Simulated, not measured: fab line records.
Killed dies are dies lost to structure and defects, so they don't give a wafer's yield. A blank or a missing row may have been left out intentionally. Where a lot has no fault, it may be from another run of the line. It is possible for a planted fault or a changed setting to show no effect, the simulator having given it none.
Matching of chambers | flow nand_harc | NHARC_A_CHANNEL_FILL_D1_ALD_25 on ald_hk-02: 4 sister chambers
The step deposits SiOx, target thk 60 nm, pulse time 10 s, ald cycles 600. 8 wafers are shown with their chamber, then 9 later ones without.

EACH WAFER AND ITS CHAMBER
wafer  | chamber | heater_power_w (W) | susceptor_temp_C (C)
L081.5 | 3       | 516                | 299.98
L082.6 | 3       | 520                | 299.67
L089.4 | 0       | 407                | 300.20
L089.5 | 2       | 522                | 300.05
L089.6 | 1       | 603                | 299.83
L090.2 | 0       | 396                | 300.09
L090.4 | 2       | 536                | 299.95
L090.5 | 1       | 607                | 300.03

WAFERS WITHOUT THEIR CHAMBER
wafer  | heater_power_w (W) | susceptor_temp_C (C)
L094.2 | 617                | 299.61
L094.4 | 514                | 299.83
L094.6 | 615                | 299.69
L095.3 | 607                | 299.80
L095.5 | 610                | 299.75
L095.6 | 391                | 299.83
L096.2 | 609                | 299.78
L096.3 | 397                | 300.06
L096.5 | 602                | 299.91

CHAMBER TAKEN BY EACH
wafer  | from the rows above     | in truth
L094.2 | 1                       | 1
L094.4 | can't be placed: 3 or 2 | 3
L094.6 | 1                       | 1
L095.3 | 1                       | 1
L095.5 | 1                       | 1
L095.6 | 0                       | 0
L096.2 | 1                       | 1
L096.3 | 0                       | 0
L096.5 | 1                       | 1
Correct placement for 8 of the 9. Can't be placed from these rows: 1 (the true chamber is among the candidates in 1). Number placed wrongly: 0.
How it was worked out, from the rows above alone: a wafer's distance from a chamber is the root of the sum, over the readings, of the square of ((its reading less the chamber's mean) divided by the reading's scatter). If the next closest chamber is less than 2 further off than the closest, the wafer can't be placed; otherwise it belongs to the closest. The mean given for a chamber averages the wafers shown for that chamber. The scatter: the root of (the sum of the squares of (reading less its chamber's mean) over the shown wafers, divided by (wafers less chambers)).
